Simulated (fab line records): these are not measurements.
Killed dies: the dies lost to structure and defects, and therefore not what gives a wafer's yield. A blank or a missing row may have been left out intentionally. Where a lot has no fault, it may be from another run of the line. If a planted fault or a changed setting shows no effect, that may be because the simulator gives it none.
Chamber matching + flow n5Finfet + rieDiel-05 running N5_BEOL_M8_DESCUM_33: 4 sister chambers
The step chemistry O2, time 7 s. 4 wafers are shown with their chamber, then 11 later ones without.

== WAFERS, EACH WITH ITS CHAMBER ==
| wafer  | chamber | showerheadPlenumPTorr (Torr) |
|--------|---------|------------------------------|
| L081.6 | 2       | 2.22                         |
| L086.1 | 0       | 2.16                         |
| L085.1 | 1       | 1.90                         |
| L087.1 | 3       | 2.14                         |

== WAFERS WITHOUT THEIR CHAMBER ==
| wafer  | showerheadPlenumPTorr (Torr) |
|--------|------------------------------|
| L087.5 | 2.22                         |
| L087.6 | 2.14                         |
| L092.1 | 1.90                         |
| L092.3 | 2.16                         |
| L092.5 | 1.90                         |
| L096.1 | 2.21                         |
| L096.2 | 1.90                         |
| L096.3 | 2.15                         |
| L097.2 | 2.15                         |
| L097.4 | 2.13                         |
| L097.6 | 2.14                         |

== CHAMBER TAKEN BY EACH ==
| wafer  | from the rows above     | in truth |
|--------|-------------------------|----------|
| L087.5 | 2                       | 2        |
| L087.6 | 3                       | 3        |
| L092.1 | 1                       | 1        |
| L092.3 | 0                       | 0        |
| L092.5 | 1                       | 1        |
| L096.1 | 2                       | 2        |
| L096.2 | 1                       | 1        |
| L096.3 | can't be placed: 3 or 0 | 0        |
| L097.2 | can't be placed: 3 or 0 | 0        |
| L097.4 | 3                       | 3        |
| L097.6 | 3                       | 3        |
Correct placement for 9 of the 11. Cannot be placed on the basis of these rows: 2; the candidates contain the true chamber in 2. 0 placed wrongly.
How it was worked out, from the rows above alone: a wafer's distance from a chamber is the root of the sum, over the readings, of the square of ((its reading less the chamber's mean) divided by the reading's scatter). If the next closest chamber is less than 2 further off than the closest, the wafer can't be placed; otherwise it belongs to the closest. The mean given for a chamber averages the wafers shown for that chamber. The scatter: with one shown wafer a chamber, the root of the mean of the squares of how far each hidden wafer lies from its nearest shown one.
